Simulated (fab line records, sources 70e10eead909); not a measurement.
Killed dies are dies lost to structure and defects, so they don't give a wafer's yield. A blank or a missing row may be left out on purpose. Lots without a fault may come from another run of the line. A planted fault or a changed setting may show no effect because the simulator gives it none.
fab line records | flow nand_harc
record lots=13 wafers=38 last_day=33
route steps=1302 shown A_SOURCE_PLATE@416 A_ONON_D1@424
lots that met no fault: from a run of the same line without faults
start_h: hours from the record's first day to the start of the lot's first wafer shown | wait_h: hours since the lot's step before | " the same as in the row above | L1.1+2: a row that stands for several wafers | - no value, or no start given | * or withheld: withheld | < > ~ a bound
route shown NAME@n: a module of which the file shows steps, and the number in the route of the first | usual: mean/standard deviation of fault-free wafers | same: alike in all rows | chamber/n: place in a boat | sites: the reading at each site | _std_site: their standard deviation | _edge_site: outer sites' mean less inner sites' | radius_mm: how far each site lies from the wafer's centre | mask NAME#n: copy n | behind: the tool/chamber that last shaped the wafer | hold: why the lot was held/for how many hours/how that ended | device: the transistor (n, p or np) that didn't switch | end of line: the same wafers' tests at the end of the route | a step without rows: its recipe alone | killed: dies lost to structure and defects at the first sort, not the wafer's yield | map: a wafer's dies, x killed, . not, _ none there
set.NAME: the setting as run; set.NAME@STEP: as run at that earlier step | model.NAME: the simulator's own value behind a step, which no gauge read
steps of the route over a sample of lots; a table a step, a row a wafer
services: from which hour (start_h, from the record's first day; less than 0 if before it) a tool's chamber was out of use, for how many hours, and why
## steps
# step NHARC_A_SOURCE_PLATE_THK_MEAS_09
# recipe thk_meas_gauge=ellipsometry
# usual thk_nm=9.7/1
# columns lot.wafer tool chamber start_h wait_h thk_nm
L506.2 film_metro-01 - 152.62 0.4 9.6
L506.4 " - " " 10.1
L506.6 " - " " 10.1
L505.2 film_metro-02 - 152.62 0.4 8.6
L505.4 " - " " 10.8
L505.6 " - " " 9.3
L507.1 film_metro-01 - 164.58 0.4 8.3
L507.3 " - " " 9.2
L507.4 " - " " 9.9
L508.1 film_metro-01 - 177.96 0.4 8.0
L508.2 " - " " 9.8
L508.4 " - " " 8.8
L509.1 film_metro-02 - 188.72 0.4 8.2
L509.4 " - " " 9.2
L509.6 " - " " 10.9
L510.1 film_metro-01 - 196.33 0.4 8.7
L510.2 " - " " 8.9
L510.6 " - " " 10.3
L511.1 film_metro-02 - 212.02 0.4 11.4
L511.4 " - " " 9.8
L511.6 " - " " 10.6
L513.1 film_metro-01 - 229.71 0.4 11.5
L513.4 " - " " 8.2
L513.5 " - " " 10.0
L514.1 film_metro-01 - 253.31 0.4 9.1
L514.2 " - " " 9.1
L514.5 " - " " 9.0
L516.1 film_metro-02 - 263.76 0.4 8.7
L516.2 " - " " 9.1
L516.5 " - " " 10.4
L519.2 film_metro-01 - 293.28 0.4 9.9
L519.4 " - " " 10.8
L521.1 film_metro-01 - 314.56 0.4 8.5
L521.3 " - " " 10.2
L521.6 " - " " 9.6
L526.1 film_metro-01 - 360.11 0.4 10.8
L526.2 " - " " 10.0
L526.3 " - " " 11.0
# step NHARC_A_SOURCE_PLATE_INSPECT_08
# usual raw_defect_count=59/25
# columns lot.wafer tool chamber start_h wait_h raw_defect_count
L506.2 defect_inspect-02 - 165.28 0.0 40
L506.4 " - " " 77
L506.6 " - " " 44
L505.2 defect_inspect-01 - 165.28 0.0 46
L505.4 " - " " 30
L505.6 " - " " 36
L507.1 defect_inspect-02 - 179.30 0.0 39
L507.3 " - " " 20
L507.4 " - " " 38
L508.1 defect_inspect-02 - 191.03 0.0 48
L508.2 " - " " 47
L508.4 " - " " 77
L509.1 defect_inspect-01 - 202.94 0.0 81
L509.4 " - " " 77
L509.6 " - " " 61
L510.1 defect_inspect-02 - 210.93 0.0 51
L510.2 " - " " 53
L510.6 " - " " 55
L511.1 defect_inspect-01 - 226.82 0.0 45
L511.4 " - " " 27
L511.6 " - " " 33
L513.1 defect_inspect-01 - 245.28 0.0 83
L513.4 " - " " 79
L513.5 " - " " 125
L514.1 defect_inspect-02 - 267.37 0.0 66
L514.2 " - " " 126
L514.5 " - " " 129
L516.1 defect_inspect-01 - 276.40 0.0 39
L516.2 " - " " 65
L516.5 " - " " 35
L519.2 defect_inspect-01 - 307.41 0.0 43
L519.4 " - " " 66
L521.1 defect_inspect-02 - 328.48 0.0 110
L521.3 " - " " 55
L521.6 " - " " 48
L526.1 defect_inspect-01 - 373.38 0.0 99
L526.2 " - " " 75
L526.3 " - " " 54
# step NHARC_A_ONON_D1_DEP_00
# recipe target_thk_a=10000 n2_flow_sccm=2750 n2o_flow_sccm=2000 nh3_flow_sccm=500 sih4_flow_sccm=210 temp_c=400
# columns lot.wafer tool chamber start_h wait_h
L506.2+4+6 pecvd_onon-03 0 165.40 0.1
L505.2+4+6 pecvd_onon-02 0 165.40 0.1
L507.1+3+4 pecvd_onon-03 0 179.37 0.1
L508.1+2+4 pecvd_onon-04 0 191.09 0.1
L509.1+4+6 pecvd_onon-02 0 203.01 0.1
L510.1+2+6 pecvd_onon-03 0 211.00 0.1
L511.1+4+6 pecvd_onon-03 0 226.89 0.1
L513.1+4+5 pecvd_onon-02 0 245.35 0.1
L514.1+2+5 pecvd_onon-02 0 267.44 0.1
L516.1+2+5 pecvd_onon-02 0 276.47 0.1
L519.2+4 pecvd_onon-03 0 307.53 0.1
L521.1+3+6 pecvd_onon-02 0 328.55 0.1
L526.1+2+3 pecvd_onon-04 0 373.44 0.1
# step NHARC_A_ONON_D1_THK_MEAS_02
# recipe thk_meas_gauge=ellipsometry
# usual thk_nm=999/9
# columns lot.wafer tool chamber start_h wait_h thk_nm
L506.2 film_metro-02 - 165.85 - 986
L506.4 " - " " 983
L506.6 " - " " 986
L505.2 film_metro-01 - 165.86 - 985
L505.4 " - " " 985
L505.6 " - " " 986
L507.1 film_metro-02 - 179.88 - 1006
L507.3 " - " " 1007
L507.4 " - " " 1005
L508.1 film_metro-01 - 191.60 - 1002
L508.2 " - " " 1002
L508.4 " - " " 1004
L509.1 film_metro-01 - 203.52 - 992
L509.4 " - " " 993
L509.6 " - " " 994
L510.1 film_metro-01 - 211.50 - 990
L510.2 " - " " 992
L510.6 " - " " 992
L511.1 film_metro-01 - 227.40 - 1004
L511.4 " - " " 1003
L511.6 " - " " 1002
L513.1 film_metro-01 - 245.86 - 993
L513.4 " - " " 991
L513.5 " - " " 992
L514.1 film_metro-01 - 267.95 - 1006
L514.2 " - " " 1006
L514.5 " - " " 1006
L516.1 film_metro-01 - 276.98 - 996
L516.2 " - " " 996
L516.5 " - " " 995
L519.2 film_metro-01 - 307.99 - 1495
L519.4 " - " " 997
L521.1 film_metro-01 - 329.06 - 997
L521.3 " - " " 997
L521.6 " - " " 998
L526.1 film_metro-01 - 373.95 - 985
L526.2 " - " " 986
L526.3 " - " " 984
# step NHARC_A_ONON_D1_THK_MEAS_24
# recipe thk_meas_gauge=ellipsometry
# usual thk_nm=997/7.6
# columns lot.wafer tool chamber start_h wait_h thk_nm
L506.2 film_metro-02 - 177.06 - 1001
L506.4 " - " " 1002
L506.6 " - " " 1002
L505.2 film_metro-02 - 177.07 - 1006
L505.4 " - " " 1007
L505.6 " - " " 1005
L507.1 film_metro-02 - 191.36 - 1001
L507.3 " - " " 1001
L507.4 " - " " 1001
L508.1 film_metro-01 - 203.25 - 996
L508.2 " - " " 995
L508.4 " - " " 995
L509.1 film_metro-01 - 214.57 - 1000
L509.4 " - " " 1003
L509.6 " - " " 1003
L510.1 film_metro-01 - 222.70 - 999
L510.2 " - " " 1000
L510.6 " - " " 1000
L511.1 film_metro-02 - 239.13 - 991
L511.4 " - " " 992
L511.6 " - " " 993
L513.1 film_metro-01 - 257.31 - 998
L513.4 " - " " 1001
L513.5 " - " " 1002
L514.1 film_metro-02 - 279.15 - 985
L514.2 " - " " 984
L514.5 " - " " 984
L516.1 film_metro-02 - 288.17 - 1005
L516.2 " - " " 1004
L516.5 " - " " 1003
L519.2 film_metro-01 - 321.26 - 987
L519.4 " - " " 986
L521.1 film_metro-01 - 340.10 - 997
L521.3 " - " " 997
L521.6 " - " " 999
L526.1 film_metro-01 - 386.93 - 990
L526.2 " - " " 991
L526.3 " - " " 991
## services
# columns tool chamber start_h hours kind
pecvd_onon-02 - 185.00 13.0 pm
pecvd_onon-03 - 227.24 13.0 pm
pecvd_onon-04 - 311.39 13.0 pm
pecvd_onon-02 - 366.00 13.0 pm
## key
first_sign step=NHARC_A_ONON_D1_THK_MEAS_02 reading=thk_nm direction=up sigmas=55 usual=999 struck=1495
effect none on later readings
met_at NHARC_A_ONON_D1_DEP_00
struck_lots L519
struck_wafers L519.2
sort_left_out L519.2
tester_left_out L519
not_acting_at NHARC_A_SOURCE_PLATE_THK_MEAS_09,NHARC_A_SOURCE_PLATE_INSPECT_08,NHARC_A_ONON_D1_THK_MEAS_24
onset_between 226.89 307.53
fault kind=process_parameter_drift tool=pecvd_onon-03 chamber=- onset_h=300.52 steps=NHARC_A_ONON_D1_DEP_00 channel=target_thk_a offset=* shape=step end_h=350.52 scope=struck_wafers_only acts_in=* stated=*
# tester_left_out: of these lots the tester's yield and bins aren't shown, on N5 and GAA mostly nor the transistor test; their killed dies are dies lost to structure and defects alone, not to doping, threshold or leakage, so they don't give the yield
# sort_left_out: the simulated sort isn't trusted on such a fault, so these wafers' sort isn't shown, and their yield isn't known
